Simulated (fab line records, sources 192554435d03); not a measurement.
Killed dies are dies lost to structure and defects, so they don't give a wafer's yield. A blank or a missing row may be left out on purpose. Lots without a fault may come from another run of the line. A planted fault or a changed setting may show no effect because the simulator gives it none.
Split-lot experiment | flow n5_finfet | 7 lots, 21 wafers read, on a route of 1938 steps

THE SPLIT
At N5_BEOL_M0_SAQP_CUT_ETCH_46 (etches SOC in N2/H2, target depth 135 nm, overetch 27 nm, time 202.5 s), the setting time_s was moved away from the recipe's 202.5 s on 7 of the 21 wafers read, by -20.2% to +15.7%. The other wafers ran this setting at the recipe's value.

The reading is taken at the split's own step.

THE READING
SiARC_of_BEOL_M0_SAQP_COAT_72.thk_nm (the simulator's own value, which no gauge read), in nm, at N5_BEOL_M0_SAQP_CUT_ETCH_46 (etches SOC in N2/H2, target depth 135 nm, overetch 27 nm, time 202.5 s). The file gives no usual value for it. The 14 wafers here that ran the recipe average 5.1 nm, standard deviation 0.4 nm.

wafer  | tool, chamber at the split | time_s as run, s | against the recipe | SiARC_of_BEOL_M0_SAQP_COAT_72.thk_nm, nm | against lot-mates on the recipe
L081.1 | rie_diel-02, 0,1           | 202.5            | recipe             | 5                                        | -
L081.3 | rie_diel-02, 0,1           | 202.5            | recipe             | 5                                        | -
L081.2 | rie_diel-02, 3             | 202.5            | recipe             | 4.4                                      | -
L082.2 | rie_diel-02, 1,0           | 202.5            | recipe             | 5                                        | -
L082.6 | rie_diel-02, 1,0           | 202.5            | recipe             | 5                                        | -
L082.4 | rie_diel-02, 3             | 202.5            | recipe             | 4.4                                      | -
L083.3 | rie_diel-02, 0             | 234.3            | +15.7%             | 3.6                                      | -1.6
L083.4 | rie_diel-02, 3             | 234.3            | +15.7%             | 2.8                                      | -2.4
L083.6 | rie_diel-02, 0             | 202.5            | recipe             | 5.2                                      | -
L086.1 | rie_diel-02, 0,1           | 190.2            | -6.1%              | 5.8                                      | +0.2
L086.2 | rie_diel-02, 0,1           | 190.2            | -6.1%              | 5.8                                      | +0.2
L086.3 | rie_diel-02, 2             | 202.5            | recipe             | 5.6                                      | -
L087.1 | rie_diel-06, 3,0           | 163.3            | -19.4%             | 6.8                                      | +1.4
L087.3 | rie_diel-06, 3,0           | 163.3            | -19.4%             | 6.8                                      | +1.4
L087.2 | rie_diel-06, 2             | 202.5            | recipe             | 5.4                                      | -
L088.1 | rie_diel-06, 0             | 202.5            | recipe             | 4.8                                      | -
L088.4 | rie_diel-06, 0             | 202.5            | recipe             | 4.8                                      | -
L088.6 | rie_diel-06, 2             | 202.5            | recipe             | 5.6                                      | -
L090.2 | rie_diel-06, 0             | 202.5            | recipe             | 5                                        | -
L090.4 | rie_diel-06, 0             | 161.6            | -20.2%             | 7                                        | +1.6
L090.6 | rie_diel-06, 2             | 202.5            | recipe             | 5.8                                      | -
Where a row lists several chambers, the file gives one row for several wafers and doesn't say which wafer went through which chamber.

THE FIT
A straight line over all 21 wafers: SiARC_of_BEOL_M0_SAQP_COAT_72.thk_nm changes by -0.102 nm for each +1% of time_s; r = -0.93; the points scatter about the line by 0.39 nm.
The same after taking each lot's own level away (the mean of its wafers on the recipe; 21 wafers): -0.0911 nm for each +1%; r = -0.92; scatter 0.35 nm.
On that fit, the largest move of time_s shifts the reading by 1.8 nm.
The lots' own levels span 4.80 to 5.60 nm, that is 2.0 times the standard deviation above.
So the lot-to-lot level changes the slope: the two fits differ.
Check: with one of the wafers moved furthest among these (-20.2%) left out of the fit, the line predicts +1.74 nm for it against its lot-mates. It came out at +1.6 nm against them.

OTHER SPLITS ON THESE WAFERS
These wafers also went through other splits before the reading. Each is held against what the fit with the lots' levels taken away leaves over:
other split on the same wafers            | wafers away from the commonest value | r with SiARC_of_BEOL_M0_SAQP_COAT_72.thk_nm (lot level and that fit taken away)
N5_MOL_CONTACT_COAG_COAT_77 spin_rpm      | 5                                    | +0.32
N5_BEOL_M0_SAQP_PECVD_96 time_s           | 6                                    | +0.00
N5_BEOL_M0_SAQP_DEVELOP_13 develop_time_s | 8                                    | -0.28
N5_BEOL_M0_SAQP_DESCUM_45 time_s          | 8                                    | -0.02

THE FILE'S OWN FIT
SiARC_of_BEOL_M0_SAQP_COAT_72.thk_nm changes by -0.0863 nm for each +1% of time_s, r = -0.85.
